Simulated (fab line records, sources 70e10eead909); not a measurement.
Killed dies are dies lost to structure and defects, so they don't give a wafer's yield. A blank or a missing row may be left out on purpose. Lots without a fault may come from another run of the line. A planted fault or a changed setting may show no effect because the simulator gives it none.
A struck lot beside a sound one | flow nand_harc | 14 steps out of a route of 1159
Sound: wafers L818.1, L818.2, L818.5. Struck: wafers L803.1, L803.3, L803.4. The cause comes at the end.
At each step with rows: each side's tool, then ch and its chambers, then its first start. Under that, the readings that differ: sound wafers | struck wafers | difference of the means | sigmas: that difference in standard deviations of wafers without a fault.
alike: readings whose means differ by less than 2 such deviations, and words and numbers that are the same on both sides. not compared: withheld readings, readings that some wafer has no value for, bounds like >300 that may hide the same value, and numbers for which the record gives no deviation and whose values overlap.
The two part at a step that has a row with sigmas, a row that says differs or no value, or rows on one side only. Numbers that don't overlap but have no deviation are shown without sigmas and don't part them. A reading that every wafer of one side lacks parts them only if that side has two wafers or more.

first, 1 step without rows for these wafers: NHARC_A_CONTACT_ETCH_113 (etches the open film in C4F8/O2/Ar, time 94 s, target depth 922 nm).
NHARC_A_CONTACT_ETCH_114: etches the open film in C4F8/O2/Ar, time 94 s, target depth 922 nm.
  sound on har_cap_etch-01 ch 0,1, day 20 15:44; struck on har_cap_etch-03 ch 0,1, day 17 21:05
  alike: chamber_pressure_mTorr, oes_air_line_au
  not compared: rf_hours_counter_h
then, 3 steps without rows for these wafers: NHARC_A_CONTACT_ETCH_115 (etches the open film in C4F8/O2/Ar, time 94 s, target depth 922 nm); NHARC_A_CONTACT_ETCH_116 (etches the open film in C4F8/O2/Ar, time 94 s, target depth 922 nm); NHARC_A_CONTACT_ETCH_117 (etches the open film in C4F8/O2/Ar, time 94 s, target depth 922 nm).
NHARC_A_CONTACT_ETCH_118: etches the open film in C4F8/O2/Ar, time 94 s, target depth 922 nm.
  sound on har_cap_etch-01 ch 0,1, day 20 16:05; struck on har_cap_etch-03 ch 0,1, day 17 21:28
  alike: chamber_pressure_mTorr, oes_air_line_au
  not compared: rf_hours_counter_h
then, 1 step without rows for these wafers: NHARC_A_CONTACT_ETCH_119 (etches the open film in C4F8/O2/Ar, time 94 s, target depth 922 nm).
NHARC_A_CONTACT_ETCH_120: etches the open film in C4F8/O2/Ar, time 94 s, target depth 922 nm.
  sound on har_cap_etch-01 ch 0,1, day 20 16:16; struck on har_cap_etch-03 ch 0,1, day 17 21:38
  reading                | sound             | struck            | difference | sigmas
  oes_air_line_au (a.u.) | 0.993 0.992 0.997 | 1.066 1.056 0.984 | +0.041     | +2
  alike: chamber_pressure_mTorr
  not compared: rf_hours_counter_h
then, 2 steps without rows for these wafers: NHARC_A_CONTACT_ETCH_121 (etches the open film in C4F8/O2/Ar, time 94 s, target depth 922 nm); NHARC_A_CONTACT_ETCH_122 (etches the open film in C4F8/O2/Ar, time 95 s, target depth 930 nm).
NHARC_A_CONTACT_ETCH_123: etches the open film in C4F8/O2/Ar, time 253 s, target depth 1090 nm.
  sound on har_cap_etch-01 ch 0,1, day 20 16:33; struck on har_cap_etch-03 ch 0,1, day 17 21:57
  alike: chamber_pressure_mTorr, oes_air_line_au
  not compared: rf_hours_counter_h
NHARC_A_CONTACT_ETCH_90: etches the open film in CH3F/O2, target depth 40 nm, time 85.7 s.
  sound on rie_diel-09 ch 1,2, day 20 17:08; struck on rie_diel-09 ch 0,1, day 17 22:30
  alike: bias_w, ch3f_flow_sccm, drypump_motor_current_A, o2_flow_sccm, oes_product_au, rf_vpp_V, showerhead_plenum_p_Torr, throttle_valve_pct
  not compared: rf_hours_counter_h
NHARC_A_CONTACT_ETCH_96: etches the open film in C4F6/O2, target depth 20 nm, time 10 s.
  sound on rie_diel-09 ch 1,3, day 20 17:17; struck on rie_diel-09 ch 1,3, day 17 22:40
  no value came back on the struck wafers for any of 8 readings (bias_w (W), c4f6_flow_sccm (sccm) and others); on the sound wafers bias_w (W) reads 499.7 501.1 499.3
  not compared: rf_hours_counter_h
NHARC_A_CONTACT_CD_MEAS_53:
  sound on cd_sem-03, day 20 17:22; struck on cd_sem-03, day 17 22:45
  alike: cd_nm

WHERE THEY PART
First at NHARC_A_CONTACT_ETCH_120; last, within this record, at NHARC_A_CONTACT_ETCH_96. Later steps at which nothing parts them and some readings are alike: NHARC_A_CONTACT_CD_MEAS_53.

WHY: what the simulator had put in
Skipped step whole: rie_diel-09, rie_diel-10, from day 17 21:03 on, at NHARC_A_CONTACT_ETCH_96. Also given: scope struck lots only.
